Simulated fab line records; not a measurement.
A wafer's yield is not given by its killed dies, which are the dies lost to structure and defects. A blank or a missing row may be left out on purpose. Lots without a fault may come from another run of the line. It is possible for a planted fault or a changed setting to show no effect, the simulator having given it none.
Matching of chambers :: flow n5_finfet :: ald_metal-01 running N5_BEOL_M8_ALD_77: 4 sister chambers
The step deposits TaN, target thk 2 nm, pulse time 2 s, purge time 3 s. 8 wafers are shown with their chamber, then 10 later ones without.

EACH WAFER AND ITS CHAMBER
wafer: L076.3
chamber: 3
heater_power_w (W): 406
precursor_vessel_carrier_sccm (sccm): 998.5

wafer: L077.2
chamber: 3
heater_power_w (W): 405
precursor_vessel_carrier_sccm (sccm): 1003.7

wafer: L080.3
chamber: 0
heater_power_w (W): 416
precursor_vessel_carrier_sccm (sccm): 1001.4

wafer: L088.1
chamber: 2
heater_power_w (W): 413
precursor_vessel_carrier_sccm (sccm): 999.3

wafer: L088.3
chamber: 1
heater_power_w (W): 482
precursor_vessel_carrier_sccm (sccm): 1000.3

wafer: L088.4
chamber: 0
heater_power_w (W): 410
precursor_vessel_carrier_sccm (sccm): 1002.9

wafer: L090.3
chamber: 1
heater_power_w (W): 486
precursor_vessel_carrier_sccm (sccm): 1001.2

wafer: L090.4
chamber: 2
heater_power_w (W): 424
precursor_vessel_carrier_sccm (sccm): 999.8

WAFERS WITHOUT THEIR CHAMBER
wafer: L090.6
heater_power_w (W): 407
precursor_vessel_carrier_sccm (sccm): 999.7

wafer: L091.2
heater_power_w (W): 418
precursor_vessel_carrier_sccm (sccm): 999.4

wafer: L091.4
heater_power_w (W): 476
precursor_vessel_carrier_sccm (sccm): 999.2

wafer: L091.5
heater_power_w (W): 479
precursor_vessel_carrier_sccm (sccm): 1000.3

wafer: L096.1
heater_power_w (W): 410
precursor_vessel_carrier_sccm (sccm): 999.5

wafer: L096.2
heater_power_w (W): 414
precursor_vessel_carrier_sccm (sccm): 998.8

wafer: L096.5
heater_power_w (W): 485
precursor_vessel_carrier_sccm (sccm): 998.3

wafer: L095.1
heater_power_w (W): 426
precursor_vessel_carrier_sccm (sccm): 998.4

wafer: L095.3
heater_power_w (W): 476
precursor_vessel_carrier_sccm (sccm): 995.2

wafer: L095.5
heater_power_w (W): 406
precursor_vessel_carrier_sccm (sccm): 998.5

THE CHAMBER EACH PASSED THROUGH
wafer: L090.6
from the rows above: can't be placed: 3 or 0 or 2
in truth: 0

wafer: L091.2
from the rows above: can't be placed: 2 or 0
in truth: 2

wafer: L091.4
from the rows above: 1
in truth: 1

wafer: L091.5
from the rows above: 1
in truth: 1

wafer: L096.1
from the rows above: can't be placed: 3 or 0 or 2
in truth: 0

wafer: L096.2
from the rows above: can't be placed: 2 or 0 or 3
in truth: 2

wafer: L096.5
from the rows above: 1
in truth: 1

wafer: L095.1
from the rows above: can't be placed: 2 or 0
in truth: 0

wafer: L095.3
from the rows above: 1
in truth: 1

wafer: L095.5
from the rows above: can't be placed: 3 or 0 or 2
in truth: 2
4 of 10 placed correctly. These rows do not allow placing 6 (true chamber among the candidates in 6). 0 placed wrongly.
How it was worked out, from the rows above alone: a wafer's distance from a chamber is the root of the sum, over the readings, of the square of ((its reading less the chamber's mean) divided by the reading's scatter). The wafer belongs to the nearest chamber; if the next one is less than 2 further off, it can't be placed. A chamber's mean is the mean of its shown wafers. The scatter: take each reading less its chamber's mean, square it, sum over the shown wafers, divide by the number of wafers less the number of chambers, and take the root.
